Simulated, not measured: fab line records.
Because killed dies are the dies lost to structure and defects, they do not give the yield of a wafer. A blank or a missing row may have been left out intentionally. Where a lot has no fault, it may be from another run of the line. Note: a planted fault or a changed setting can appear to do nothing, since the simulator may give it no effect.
A lot that was struck, set against a sound lot / flow nandHarc / 15 out of 1302 route steps
Sound: the wafers L151.1, L151.2, L151.6. Struck: wafers L157.5, L157.6 (left out: L157.2, a lot-mate that was not struck); the cause follows at the end.
Each step with rows lists, per side, the tool, then ch with its chambers, then its first start. Under that, the readings that differ: sound wafers / struck wafers / difference of the means / sigmas: that difference in standard deviations of wafers without a fault.
alike: words and numbers the same on both sides, and readings whose means are apart by under 2 such deviations; not compared: readings that were withheld, readings missing a value for some wafer, numbers with overlapping values and no deviation given by the record, and bounds like >300 which may hide the same value.
The two part at a step that has a row with sigmas, a row that says differs or no value, or rows on one side only. When numbers do not overlap yet have no deviation, they are printed without sigmas and do not part them. Lack of a reading on every wafer of one side parts them only where that side has two or more wafers.

NHARC_A_DECK1_JOINT_CMP_02: polishes SiOx.
  sound on cmp-04 ch 1,2, day 16 22:42; struck on cmp-02 ch 0,1, day 19 02:38
  alike: motorCurrentA
following that, these wafers have no rows for 1 step: NHARC_A_DECK1_JOINT_SRD_15.
NHARC_A_DECK1_JOINT_DEP_16: deposits SiO2, target thk 45 nm.
  sound on pecvd-03 ch 1,2, day 16 23:07; struck on pecvd-03 ch 0,2, day 19 03:04
  alike: chamberPressureTorr, heaterPowerW, susceptorTempC, throttleValvePct
  not compared: sinceWetCleanH
NHARC_A_DECK1_JOINT_THK_MEAS_17: measures by ellipsometry.
  sound on filmMetro-01 at day 16 23:23; struck on filmMetro-01 at day 19 03:17
  alike: thkNm
NHARC_A_DECK1_JOINT_INSPECT_05:
  sound on defectInspect-02 at day 16 23:26; struck on defectInspect-01 at day 19 03:19
  alike: rawDefectCount
next comes 1 step that has no rows for these wafers: NHARC_A_ONON_D2_DEP_00 (target thickness 1000 nm).
NHARC_A_ONON_D2_THK_MEAS_02: measures by ellipsometry.
  sound on filmMetro-01 at day 17 00:01; struck on filmMetro-01 at day 19 03:54
  alike: thkNm
next comes 1 step that has no rows for these wafers: NHARC_A_ONON_D2_DEP_03 (target thickness 1000 nm).
NHARC_A_ONON_D2_THK_MEAS_05: measures by ellipsometry.
  sound on filmMetro-01 at day 17 00:34; struck on filmMetro-02 at day 19 04:28
  alike: thkNm
next comes 1 step that has no rows for these wafers: NHARC_A_ONON_D2_DEP_06 (target thickness 1000 nm).
NHARC_A_ONON_D2_THK_MEAS_08: measures by ellipsometry.
  sound on filmMetro-01 at day 17 01:08; struck on filmMetro-01 at day 19 05:02
  alike: thkNm
NHARC_A_ONON_D2_DEP_09: target thk 1000 nm.
  sound on pecvdOnon-03 ch 0, day 17 01:11; struck on pecvdOnon-01 ch 0, day 19 05:08
  alike: n2FlowSccm, susceptorTempC
NHARC_A_ONON_D2_THK_MEAS_11: measures by ellipsometry.
  sound on filmMetro-01 at day 17 01:42; struck on filmMetro-02 at day 19 05:35
reading=thkNm (nm); sound=978 979 976; struck=1719 1718; difference=+741; sigmas=+67
next comes 1 step that has no rows for these wafers: NHARC_A_ONON_D2_DEP_12 (target thickness 1000 nm).
-- jump in the record: it breaks off in module A_ONON_D2 and resumes in module END (first step shown: number 1302 of the route), and 12 days separate the struck wafers' starts before and after --
NHARC_END_SORT_01:
  sound on prober-01 ch 0, day 28 15:08; struck on prober-01 ch 0, day 30 21:18
reading=killedAtArray; sound=49 46 46; struck=669 674; difference=+624; sigmas=+35
reading=killedDies; sound=55 56 57; struck=677 677; difference=+621; sigmas=+34
  alike: killedAtOther, killedAtPeriphery, killedOpen, killedShort

## WHERE THEY PART
Last at NHARC_END_SORT_01 as far as this record goes, first at NHARC_A_ONON_D2_THK_MEAS_11.

WHY: what had been put in by the simulator
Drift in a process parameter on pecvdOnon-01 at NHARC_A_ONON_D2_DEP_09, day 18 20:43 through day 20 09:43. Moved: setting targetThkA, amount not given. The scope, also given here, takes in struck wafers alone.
